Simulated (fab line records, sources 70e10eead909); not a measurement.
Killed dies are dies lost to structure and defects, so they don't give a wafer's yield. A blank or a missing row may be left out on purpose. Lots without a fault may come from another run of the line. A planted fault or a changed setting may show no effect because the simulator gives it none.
Chamber matching | flow nand_harc | NHARC_THIN_TSV_ETCH_15 on rie_si-04: 4 sister chambers
The step target depth 3000 nm, bosch target overetch cycles 2, bosch etch step 2.8 s. 14 wafers are shown with their chamber, then 7 later ones without.

WAFERS WITH THEIR CHAMBER
wafer  | chamber | drypump_motor_current_A (A)
L954.2 | 1       | 5.8
L954.3 | 3       | 5.9
L954.6 | 1       | 5.8
L955.2 | 1       | 5.8
L955.3 | 0       | 5.9
L955.5 | 1       | 5.9
L956.2 | 3       | 5.8
L956.4 | 2       | 6.4
L956.6 | 3       | 5.9
L958.2 | 1       | 5.8
L958.5 | 3       | 5.9
L958.6 | 0       | 5.9
L962.2 | 2       | 6.4
L962.4 | 1       | 5.8

SIGNATURES (means of the wafers above)
reading                 | chamber 0 | chamber 1 | chamber 2 | chamber 3 | scatter within a chamber
drypump_motor_current_A | 5.900     | 5.817     | 6.400     | 5.875     | 0.0398
Rule: a wafer's distance from a chamber is the root of the sum, over the readings, of the square of ((its reading less the chamber's mean) divided by the reading's scatter). The wafer belongs to the nearest chamber; if the next one is less than 2 further off, it can't be placed. The scatter: the root of (the sum of the squares of (reading less its chamber's mean) over the shown wafers, divided by (wafers less chambers)).

WAFERS WITHOUT THEIR CHAMBER
wafer  | drypump_motor_current_A (A)
L962.6 | 5.9
L966.2 | 5.8
L966.5 | 5.9
L966.6 | 6.4
L965.2 | 5.8
L965.5 | 5.9
L965.6 | 6.4

WHICH CHAMBER EACH WENT THROUGH
wafer  | from the rows above     | in truth
L962.6 | can't be placed: 0 or 3 | 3
L966.2 | can't be placed: 1 or 3 | 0
L966.5 | can't be placed: 0 or 3 | 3
L966.6 | 2                       | 2
L965.2 | can't be placed: 1 or 3 | 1
L965.5 | can't be placed: 0 or 3 | 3
L965.6 | 2                       | 2
Placed correctly: 2 of 7. Can't be placed from these rows: 5 (the true chamber is among the candidates in 4). Placed wrongly: 0.
